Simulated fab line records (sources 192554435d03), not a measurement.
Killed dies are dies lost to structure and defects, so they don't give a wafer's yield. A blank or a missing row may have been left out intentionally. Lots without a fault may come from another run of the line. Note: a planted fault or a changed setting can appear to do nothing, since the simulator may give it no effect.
fab line records	flow n5Finfet
record: lots: 5	wafers: 15	lastDay: 17
route steps=1938 shown BEOL_M6@1254 BEOL_M7@1263
lots untouched by any fault: they come from a run of this same line in which no faults occurred
startH: start of the lot's first displayed wafer, in hours after the record's first day	waitH: hours elapsed since this lot's preceding step	" unchanged from the row above	L1.1+2: a row that stands for several wafers	- no value present, or no start provided	* or withheld: withheld	< > ~ a bound
route shown NAME@n: NAME is a module with steps in the file, n the number in the route of the first one	usual: the fault-free wafers' mean and standard deviation	same: alike in all rows	chamber/n: place in a boat	sites: per-site readings	_std_site: standard deviation of those values	_edge_site: the outer-site mean with the inner-site mean subtracted	radiusMm: for every site, how far away it sits from the centre of the wafer	mask NAME#n: copy n	behind: the last tool/chamber to shape the wafer	hold: why the lot went on hold/how many hours it stayed there/how the hold came to an end	device: names the non-switching transistor (n, p or np)	end of line: the same wafers' tests at the end of the route	for a step that has no rows: nothing shown but its recipe	killed: count of dies lost to structure and defects at first sort (not the wafer's yield)	map: shows each die of a wafer: x if killed, . if not, _ if none is there
set.NAME: setting as actually run; set.NAME@STEP: the setting as run at that earlier step	model.NAME: the simulator's own value behind a step, which no gauge read
lots at some steps of the route; a table a step, a row a wafer
services: from which hour (startH, from the record's first day; less than 0 if before it) a tool's chamber was out of use, for how many hours, and why
== steps ==
step: N5_BEOL_M6_SPUTTER_48
recipe: material: Cu	targetThkA: 100	tempC: -20	biasV: 60	powerW: 26000	chamberPressurePa: 0.13	timeS: 1.667
usual: chamberPressurePa: 0.12997/0.00027	throttleValvePct: 29.9/0.86
lot.wafer	tool	chamber	startH	waitH	chamberPressurePa	throttleValvePct
L914.2	pvdSputter-01	-	216.37	0.1	0.13017	30.5
L914.5	"	-	"	"	0.12971	30.4
L914.6	"	-	"	"	0.12992	30.8
L918.1	pvdSputter-03	-	221.00	0.1	0.13031	29.5
L918.2	"	-	"	"	0.13006	30.1
L918.4	"	-	"	"	0.13013	31.6
L925.3	pvdSputter-01	-	276.91	0.1	0.13014	30.5
L925.5	"	-	"	"	0.13002	27.5
L925.6	"	-	"	"	0.1295	29.8
L928.2	pvdSputter-02	-	299.01	0.1	0.13032	30.1
L928.4	"	-	"	"	0.1301	29.8
L928.5	"	-	"	"	0.12975	29.7
L931.2	pvdSputter-03	-	316.49	0.1	0.12992	31.6
L931.3	"	-	"	"	0.12953	29.5
L931.6	"	-	"	"	0.12965	29.6
step: N5_BEOL_M6_ECD_50
recipe: material: Cu	targetThkA: 3000
step: N5_BEOL_M6_ANNEAL_51
recipe: tempC: 225	timeS: 90	ambient: N2
usual: wafer_temp_C_max: 225.93/0.24
lot.wafer	tool	chamber	startH	waitH	wafer_temp_C_max
L914.2	rtpAnneal-02	0	216.64	0.1	225.67
L914.5	"	0	"	"	226.12
L914.6	"	0	"	"	225.82
L918.1	rtpAnneal-02	0	221.21	0.1	226.43
L918.2	"	0	"	"	225.86
L918.4	"	0	"	"	226.09
L925.3	rtpAnneal-02	0	277.49	0.4	226.95
L925.5	"	0	"	"	226.40
L925.6	"	0	"	"	225.67
L928.2	rtpAnneal-02	0	299.72	0.4	226.00
L928.4	"	0	"	"	226.01
L928.5	"	0	"	"	225.63
L931.2	rtpAnneal-02	0	316.75	0.1	225.39
L931.3	"	0	"	"	225.28
L931.6	"	0	"	"	225.99
step: N5_BEOL_M6_CMP_52
recipe: stopOn: SiCOH_lowk	tOverpolishS: 6.9	downForcePsi: 1	platenRpm: 50	clearingPlatenDownForcePsi: 1.5	clearingPlatenRpm: 50	postCmpClean: cuAlkaline	targetThkNm: 80	clearingPlatenPadVelocityMS: 0.99484	padVelocityMS: 0.99484
usual: barrierFieldEndpointS: 28.7/0.8	motorCurrentA: 6.2/0.65	overpolishRunS: 6.900/0.0087	timeToEndpointS: 62/3.4
lot.wafer	tool	chamber	startH	waitH	barrierFieldEndpointS	motorCurrentA	overpolishRunS	timeToEndpointS
L914.2	cmp-02	1	216.89	0.2	28.9	6.2	6.902	61
L914.5	"	1	"	"	29.3	6.3	6.897	61
L914.6	"	2	"	"	27.2	6.2	6.908	54
L918.4	cmp-04	1	221.55	0.2	28.1	6.0	6.912	60
L918.1	"	2	"	"	27.0	5.2	6.906	60
L918.2	"	3	"	"	29.0	6.9	6.903	67
L925.3	cmp-04	1	277.74	0.2	28.2	6.0	6.904	59
L925.6	"	0	"	"	30.0	5.8	6.898	64
L925.5	"	1	"	"	29.1	6.1	6.893	62
L928.2	cmp-02	2	300.01	0.2	28.0	6.2	6.900	55
L928.4	"	3	"	"	29.5	5.2	6.901	62
L928.5	"	1	"	"	28.8	6.3	6.902	62
L931.2	cmp-03	1	317.03	0.2	28.0	6.7	6.891	62
L931.3	"	2	"	"	29.5	6.4	6.913	66
L931.6	"	0	"	"	28.3	5.6	6.888	64
step: N5_BEOL_M6_THK_MEAS_53
recipe: thkMeasGauge: xrf	reads: Cu_of_BEOL_M6_ECD_50
usual: M6_THK: 81.5/2.1
lot.wafer	tool	chamber	startH	waitH	M6_THK[nm]
L914.2	filmMetro-02	-	217.19	-	85.2
L914.5	"	-	"	"	85.9
L914.6	"	-	"	"	79.7
L918.1	filmMetro-01	-	221.81	-	82.6
L918.2	"	-	"	"	84.6
L918.4	"	-	"	"	83.5
L925.3	filmMetro-01	-	278.00	-	83.8
L925.5	"	-	"	"	81.3
L925.6	"	-	"	"	78.1
L928.2	filmMetro-01	-	300.27	-	79.7
L928.4	"	-	"	"	80.7
L928.5	"	-	"	"	81.1
L931.2	filmMetro-01	-	317.29	-	78.8
L931.3	"	-	"	"	78.4
L931.6	"	-	"	"	80.4
step: N5_BEOL_M6_PRE_CLEAN_55
recipe: gas: NH3	timeS: 15	tempC: withheld	rfPowerW: 300
step: N5_BEOL_M6_DEP_56
recipe: material: SiCN	targetThkA: 100	tempC: withheld	precursor: 3MS/NH3	pressureTorr: 3	rfW: 202	timeS: 17.5
usual: showerheadPlenumPTorr: 3.662/0.014	throttleValvePct: 9.3/0.69
lot.wafer	tool	chamber	startH	waitH	showerheadPlenumPTorr	throttleValvePct
L914.2	pecvd-04	1	217.26	0.0	3.653	8.9
L914.5	"	0	"	"	3.669	9.8
L914.6	"	1	"	"	3.655	9.0
L918.1	pecvd-02	2	221.88	0.0	3.667	8.8
L918.2	"	0	"	"	3.690	9.1
L918.4	"	2	"	"	3.658	8.5
L925.3	pecvd-01	0	278.09	0.0	3.674	10.8
L925.5	"	0	"	"	3.675	11.0
L925.6	"	2	"	"	3.643	9.2
L928.2	pecvd-04	2	300.33	0.0	3.677	8.7
L928.4	"	1	"	"	3.655	8.9
L928.5	"	2	"	"	3.684	8.6
L931.2	pecvd-02	1	317.35	0.0	3.647	9.2
L931.3	"	2	"	"	3.661	8.7
L931.6	"	0	"	"	3.685	9.2
step: N5_BEOL_M6_RS_MEAS_57
recipe: thkMeasGauge: four-point-probe	reads: Cu_of_BEOL_M6_ECD_50+Co_of_BEOL_M6_CVD_78+TaN_of_BEOL_M6_ALD_77
usual: M6_RS: 0.286/0.0086
lot.wafer	tool	chamber	startH	waitH	M6_RS[ohm/sq]
L914.2	filmMetro-02	-	217.35	0.1	0.273
L914.5	"	-	"	"	0.271
L914.6	"	-	"	"	0.294
L918.1	filmMetro-01	-	221.97	0.1	0.280
L918.2	"	-	"	"	0.273
L918.4	"	-	"	"	0.277
L925.3	filmMetro-02	-	278.16	0.1	0.277
L925.5	"	-	"	"	0.285
L925.6	"	-	"	"	0.300
L928.2	filmMetro-01	-	300.41	0.1	0.292
L928.4	"	-	"	"	0.288
L928.5	"	-	"	"	0.286
L931.2	filmMetro-02	-	317.42	0.1	0.299
L931.3	"	-	"	"	0.301
L931.6	"	-	"	"	0.290
step: N5_BEOL_M6_INSPECT_58
recipe: inspectInstrument: darkfield	mode: postDep
usual: rawDefectCount: 79/26
lot.wafer	tool	chamber	startH	waitH	rawDefectCount
L914.2	defectInspect-02	-	217.38	0.0	62
L914.5	"	-	"	"	83
L914.6	"	-	"	"	89
L918.1	defectInspect-01	-	221.99	0.0	64
L918.2	"	-	"	"	64
L918.4	"	-	"	"	91
L925.3	defectInspect-01	-	278.18	0.0	58
L925.5	"	-	"	"	80
L925.6	"	-	"	"	64
L928.2	defectInspect-02	-	300.44	0.0	44
L928.4	"	-	"	"	49
L928.5	"	-	"	"	53
L931.2	defectInspect-02	-	317.45	0.0	96
L931.3	"	-	"	"	84
L931.6	"	-	"	"	94
step: N5_BEOL_M7_ILD_DEP_00
recipe: material: SiCOH_lowk	targetThkA: 1797.5	tempC: 300	precursor: DEMS/porogen	pressureTorr: 5	rfW: 500	timeS: 33.4
usual: heaterPowerW: 304/47	showerheadPlenumPTorr: 5.734/0.014	throttleValvePct: 14.5/1.1
lot.wafer	tool	chamber	startH	waitH	heaterPowerW	showerheadPlenumPTorr	throttleValvePct
L914.2	pecvd-04	0	217.41	0.0	325	5.740	14.8
L914.5	"	0	"	"	330	5.737	14.9
L914.6	"	1	"	"	317	5.706	13.8
L918.1	pecvd-03	0	222.03	0.0	335	5.727	14.6
L918.2	"	2	"	"	316	5.742	12.4
L918.4	"	1	"	"	275	5.741	14.8
L925.3	pecvd-03	2	278.22	0.0	290	5.754	12.6
L925.5	"	0	"	"	330	5.750	14.5
L925.6	"	2	"	"	293	5.729	12.5
L928.2	pecvd-01	0	300.47	0.0	381	5.752	16.5
L928.4	"	2	"	"	262	5.712	13.9
L928.5	"	1	"	"	349	5.747	14.1
L931.2	pecvd-01	0	317.48	0.0	384	5.736	16.5
L931.3	"	2	"	"	254	5.721	14.4
L931.6	"	1	"	"	370	5.739	14.0
step: N5_BEOL_M7_CURE_74
recipe: tempC: 385	timeS: 240	ambient: He/Ar	material: SiCOH_lowk
step: N5_BEOL_M7_THK_MEAS_01
recipe: reads: SiCOH_lowk_of_BEOL_M7_ILD_DEP_00
usual: M7_ILD_THK: 155.6/2
lot.wafer	tool	chamber	startH	waitH	M7_ILD_THK[nm]
L914.2	filmMetro-01	-	218.49	0.7	155.4
L914.5	"	-	"	"	157.1
L914.6	"	-	"	"	155.8
L918.1	filmMetro-01	-	222.61	0.4	152.6
L918.2	"	-	"	"	151.3
L918.4	"	-	"	"	155.5
L925.3	filmMetro-01	-	278.80	0.3	153.4
L925.5	"	-	"	"	158.2
L925.6	"	-	"	"	156.1
L928.2	filmMetro-01	-	301.05	0.4	150.5
L928.4	"	-	"	"	157.8
L928.5	"	-	"	"	156.1
L931.2	filmMetro-01	-	318.06	0.4	154.1
L931.3	"	-	"	"	155.7
L931.6	"	-	"	"	157.7
step: N5_BEOL_M7_PECVD_70
recipe: material: SiO2	targetThkA: 200	tempC: 400	precursor: TEOS/O2	pressureTorr: 5.5	rfW: 450	teosFlowSccm: 53.8	gas: O2	flowSccm: 3000	timeS: 22.7
usual: heaterPowerW: 715/81	showerheadPlenumPTorr: 8.78/0.049	throttleValvePct: 23.3/2
lot.wafer	tool	chamber	startH	waitH	heaterPowerW	showerheadPlenumPTorr	throttleValvePct	model.SiO2_of_BEOL_M7_PECVD_70.thkNm
L914.2	pecvd-01	2	218.53	0.0	607	8.68	22.3	19.8
L914.5	"	0	"	"	743	8.82	26.6	19.8
L914.6	"	2	"	"	617	8.68	22.5	20.2
L918.1	pecvd-03	1	222.65	0.0	562	8.78	24.2	20
L918.2	"	0	"	"	745	8.77	23.5	20
L918.4	"	1	"	"	547	8.77	24.1	20.2
L925.3	pecvd-03	1	278.84	0.0	620	8.78	24.1	20
L925.5	"	1	"	"	638	8.80	24.0	20
L925.6	"	0	"	"	755	8.74	23.4	26.4
L928.2	pecvd-04	1	301.09	0.0	765	8.74	22.3	19.4
L928.4	"	1	"	"	741	8.72	22.3	19.8
L928.5	"	2	"	"	601	8.83	21.6	19.8
L931.2	pecvd-01	2	318.10	0.0	606	8.69	22.6	20.4
L931.3	"	0	"	"	869	8.82	26.6	20.2
L931.6	"	2	"	"	594	8.68	22.8	20.6
step: N5_BEOL_M7_HM_DEP_02
recipe: material: TiN	targetThkA: 200	tempC: 25	chamberPressurePa: 0.49996
step: N5_BEOL_M7_COAT_59
recipe: resist: SOC	tempC: 250	timeS: 60	spinRpm: 1500	resistThkNm: 100
step: N5_BEOL_M7_COAT_60
recipe: resist: SiARC	tempC: 220	timeS: 60	spinRpm: 1500	resistThkNm: 35
step: N5_BEOL_M7_COAT_05
recipe: resist: CAR-ArF	spinRpm: 1500	resistThkNm: 90
step: N5_BEOL_M7_EBR_07
recipe: solvent: PGMEA	ebrWidthMm: 1.5
step: N5_BEOL_M7_SOFTBAKE_06
recipe: tempC: 110	timeS: 60	resist: CAR-ArF
step: N5_BEOL_M7_EXPOSE_08
recipe: maskId: M7	na: 1.35	sourceShape: dipole	sigmaInner: 0.817	sigmaOuter: 0.97	polarization: te	doseMj: 68.25
step: N5_BEOL_M7_PEB_09
recipe: pebTempC: withheld	pebTimeS: 60	resist: CAR-ArF
step: N5_BEOL_M7_DEVELOP_10
recipe: developTimeS: 30	developer: TMAH	resist: CAR-ArF	rinseLiquid: diw	dry: airSpin	devTempC: 23
step: N5_BEOL_M7_CD_MEAS_11
recipe: targetCdNm: 38.5	landingEnergyEv: 500	detector: seInlens	polarity: opening
usual: cdNm: 38.7/0.47
same: landingEnergyEv: 500
lot.wafer	tool	chamber	startH	waitH	cdNm
L914.2	cdSem-01	0	220.35	-	38.9
L914.5	"	0	"	"	38.5
L914.6	"	0	"	"	38.9
L918.1	cdSem-02	0	223.99	-	38.9
L918.2	"	0	"	"	38.4
L918.4	"	0	"	"	39.0
L925.3	cdSem-01	0	280.04	-	38.1
L925.5	"	0	"	"	39.1
L925.6	"	0	"	"	38.3
L928.2	cdSem-02	0	302.59	-	39.0
L928.4	"	0	"	"	38.7
L928.5	"	0	"	"	38.3
L931.2	cdSem-01	0	319.34	-	39.2
L931.3	"	0	"	"	38.6
L931.6	"	0	"	"	39.0
step: N5_BEOL_M7_OVL_MEAS_12
recipe: pointsPerWafer: 44
usual: M7_OVL: -0.2/0.69
lot.wafer	tool	chamber	startH	waitH	M7_OVL[nm]
L914.2	overlay-02	0	220.38	0.0	-0.1
L914.5	"	0	"	"	-1.0
L914.6	"	0	"	"	-0.6
L918.1	overlay-02	0	224.02	0.0	0.2
L918.2	"	0	"	"	-0.2
L918.4	"	0	"	"	-0.7
L925.3	overlay-01	0	280.06	0.0	-1.7
L925.5	"	0	"	"	0.6
L925.6	"	0	"	"	-0.3
L928.2	overlay-02	0	302.62	0.0	0.5
L928.4	"	0	"	"	0.4
L928.5	"	0	"	"	-0.6
L931.2	overlay-02	0	319.37	0.0	0.5
L931.3	"	0	"	"	0.5
L931.6	"	0	"	"	-0.3
step: N5_BEOL_M7_INSPECT_13
recipe: mode: adi	inspectInstrument: brightfield
usual: rawDefectCount: 415/90
lot.wafer	tool	chamber	startH	waitH	rawDefectCount
L914.2	defectInspect-02	-	220.40	0.0	474
L914.5	"	-	"	"	396
L914.6	"	-	"	"	357
L918.1	defectInspect-01	-	224.04	0.0	450
L918.2	"	-	"	"	393
L918.4	"	-	"	"	462
L925.3	defectInspect-02	-	280.09	0.0	425
L925.5	"	-	"	"	531
L925.6	"	-	"	"	379
L928.2	defectInspect-02	-	302.65	0.0	324
L928.4	"	-	"	"	578
L928.5	"	-	"	"	467
L931.2	defectInspect-02	-	319.39	0.0	440
L931.3	"	-	"	"	520
L931.6	"	-	"	"	449
step: N5_BEOL_M7_DESCUM_16
recipe: chemistry: O2	timeS: 7.9	sourcePowerW: 50	biasPowerW: 20	pressureMtorr: 20	rfFrequencyHz: 2.712e+07	tempC: 40	resist: CAR-ArF	o2FlowSccm: 225
step: N5_BEOL_M7_ETCH_61
recipe: chemistry: CF4	target: SiARC	targetDepthA: 455	maskMaterial: CAR-ArF	timeS: 75.8	ionEnergyEv: 80	pressureMtorr: 40	sourceW: 545	biasW: 36	Ar_flow_sccm: 100	cf4FlowSccm: 100	ends: cleared
step: N5_BEOL_M7_ETCH_62
recipe: chemistry: N2/H2	target: SOC	targetDepthA: 1100	overetchA: 220	maskMaterial: SiARC	tempC: 40	timeS: 165	ionEnergyEv: 200	pressureMtorr: 30	sourceW: 840	biasW: 150	n2FlowSccm: 200	h2FlowSccm: 200
step: N5_BEOL_M7_STRIP_68
recipe: chemistry: N2/H2	tempC: 40	n2FlowSccm: 200	h2FlowSccm: 200	rfFrequencyHz: 6e+07
step: N5_BEOL_M7_STRIP_67
recipe: chemistry: CF4	resist: SiARC	powerW: 300	biasPowerW: 75	pressureMtorr: 50	cf4FlowSccm: 150	rfFrequencyHz: 6e+07
step: N5_BEOL_M7_HM_OPEN_17
recipe: chemistry: Cl2/BCl3	targetDepthA: 200	overetchA: 60	target: TiN	maskMaterial: SOC	ionEnergyEv: 150	pressureMtorr: 10	icpW: 1000	biasW: 126	Cl2_flow_sccm: 53.25	bcl3FlowSccm: 21.75	Ar_flow_sccm: 25
step: N5_BEOL_M7_STRIP_19
recipe: chemistry: O2	powerW: 400	tempC: 40	pressureMtorr: 30	rfFrequencyHz: 6e+07	biasPowerW: 0	overashFraction: 0.2	o2FlowSccm: 225
step: N5_BEOL_M7_CD_MEAS_18
recipe: pitchNm: 80	targetCdNm: 40
usual: cdNm: 40.2/0.55
lot.wafer	tool	chamber	startH	waitH	cdNm
L914.2	cdSem-02	-	220.93	0.1	40.6
L914.5	"	-	"	"	39.9
L914.6	"	-	"	"	39.8
L918.1	cdSem-01	-	224.55	0.0	40.0
L918.2	"	-	"	"	39.9
L918.4	"	-	"	"	39.8
L925.3	cdSem-03	-	280.65	0.1	39.0
L925.5	"	-	"	"	40.2
L925.6	"	-	"	"	39.9
L928.2	cdSem-01	-	304.63	0.1	40.3
L928.4	"	-	"	"	40.8
L928.5	"	-	"	"	39.0
L931.2	cdSem-01	-	319.88	0.1	40.4
L931.3	"	-	"	"	39.7
L931.6	"	-	"	"	40.8
step: N5_BEOL_M7_COAT_63
recipe: resist: SOC	tempC: 250	timeS: 60	spinRpm: 1500	resistThkNm: 60
step: N5_BEOL_M7_COAT_64
recipe: resist: SiARC	tempC: 220	timeS: 60	spinRpm: 1500	resistThkNm: 12
step: N5_BEOL_M7_COAT_71
recipe: resist: underlayer	tempC: 205	timeS: 60	spinRpm: 1500	resistThkNm: 5
step: N5_BEOL_M7_COAT_22
recipe: resist: CAR-EUV	spinRpm: 1500	resistThkNm: 30
step: N5_BEOL_M7_EBR_24
recipe: solvent: PGMEA	ebrWidthMm: 1.5
step: N5_BEOL_M7_SOFTBAKE_23
recipe: tempC: 110	timeS: 60	resist: CAR-EUV
step: N5_BEOL_M7_EXPOSE_25
recipe: maskId: V6	na: 0.33	sourceShape: annular	sigmaInner: 0.4	sigmaOuter: 0.8	polarization: unpolarized	targetCdNm: 40	doseMj: 42.5
step: N5_BEOL_M7_PEB_26
recipe: pebTempC: 100	pebTimeS: 60	resist: CAR-EUV
step: N5_BEOL_M7_DEVELOP_27
recipe: developTimeS: 30	developer: TMAH	resist: CAR-EUV	rinseLiquid: surfactantRinse	dry: airSpin	devTempC: 23
step: N5_BEOL_M7_HM_STRIP_39
recipe: chemistry: peroxideTinStrip	material: TiN	targetDepthA: 250	tempC: 50	timeS: 158
usual: bathGuardTempC: 49.8/0.62
lot.wafer	tool	chamber	startH	waitH	bathGuardTempC	model.SiO2_of_BEOL_M7_PECVD_70.thkNm
L914.2	wetBench-02	1	222.03	0.0	50.2	19.6
L914.5	"	6	"	"	49.5	19.6
L914.6	"	5	"	"	51.0	20
L918.1	wetBench-06	0	227.04	0.0	50.3	19.8
L918.2	"	1	"	"	49.3	19.8
L918.4	"	4	"	"	51.1	20
L925.3	wetBench-01	4	282.89	0.0	50.3	19.8
L925.5	"	7	"	"	50.1	19.8
L925.6	"	6	"	"	48.9	26.2
L928.2	wetBench-02	6	307.41	0.0	49.1	19.2
L928.4	"	2	"	"	50.3	19.6
L928.5	"	5	"	"	51.0	19.6
L931.2	wetBench-06	4	320.98	0.0	50.6	20.4
L931.3	"	3	"	"	48.5	20
L931.6	"	5	"	"	49.8	20.6
step: N5_BEOL_M7_CMP_52
recipe: stopOn: SiCOH_lowk	tOverpolishS: 6.9	downForcePsi: 1	platenRpm: 50	clearingPlatenDownForcePsi: 1.5	clearingPlatenRpm: 50	postCmpClean: cuAlkaline	targetThkNm: 80	clearingPlatenPadVelocityMS: 0.99484	padVelocityMS: 0.99484
usual: barrierFieldEndpointS: 28.6/0.71	motorCurrentA: 6.1/0.53
lot.wafer	tool	chamber	startH	waitH	barrierFieldEndpointS	motorCurrentA
L914.2	cmp-02	3	224.82	0.3	28.5	5.6
L914.6	"	0	"	"	28.8	5.6
L914.5	"	1	"	"	28.9	6.3
L918.2	cmp-02	3	229.30	0.4	29.4	5.2
L918.4	"	0	"	"	28.7	5.6
L918.1	"	1	"	"	29.2	6.3
L925.3	cmp-01	2	285.05	0.2	28.7	6.3
L925.6	"	2	"	"	36.3	6.3
L925.5	"	3	"	"	28.7	6.6
L928.2	cmp-01	0	310.55	0.2	28.5	6.4
L928.4	"	3	"	"	27.7	6.2
L928.5	"	0	"	"	28.4	6.3
L931.3	cmp-04	3	323.41	0.4	29.9	7.1
L931.2	"	2	"	"	29.1	5.4
L931.6	"	0	"	"	29.2	6.0
== services ==
tool	chamber	startH	hours	kind
pecvd-04	-	197.04	6.0	pm
pecvd-03	0	197.26	5.5	scheduledDown
pecvd-02	1	205.32	29.0	repair
cmp-01	-	211.09	4.0	pm
cmp-03	-	223.88	5.6	pm
cmp-04	-	225.29	3.4	repair
cmp-01	-	226.01	2.9	repair
cmp-02	-	231.09	0.3	repair
cmp-04	-	234.57	4.0	pm
pecvd-01	1	235.83	46.6	repair
rtpAnneal-02	-	238.78	2.8	pm
pecvd-02	-	241.27	0.6	repair
cmp-03	-	245.63	6.0	pm
pecvd-01	-	271.40	0.5	repair
pecvd-01	2	273.42	4.2	repair
cmp-02	-	273.42	0.5	repair
pecvd-04	1	273.54	5.3	repair
pvdSputter-02	-	281.96	0.5	repair
cmp-02	-	282.81	0.9	repair
cmp-01	-	290.34	0.3	repair
cmp-01	-	292.85	6.4	repair
cmp-02	-	293.63	5.2	pm
pecvd-01	0	309.20	5.5	scheduledDown
cmp-02	-	322.06	4.0	pm
== key ==
firstSign: step: N5_BEOL_M7_CMP_52	reading: barrierFieldEndpointS	direction: up	sigmas: 11	usual: 28.6	struck: 36.3
effect none on later readings
modelEffect: step: N5_BEOL_M7_PECVD_70	value: SiO2_of_BEOL_M7_PECVD_70.thkNm	without: 20.2	struck: 26.4
modelEffect: step: N5_BEOL_M7_HM_STRIP_39	value: SiO2_of_BEOL_M7_PECVD_70.thkNm	without: 20	struck: 26.2
metAt N5_BEOL_M7_PECVD_70
struckWafers L925.6
onsetBetween 222.65 278.84
fault: kind: processParameterDrift	tool: pecvd-03	chamber: -	onsetH: 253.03	steps: N5_BEOL_M7_PECVD_70	channel: timeS	offset: *	shape: step	endH: 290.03	scope: struckWafersOnly	actsIn: *	stated: *
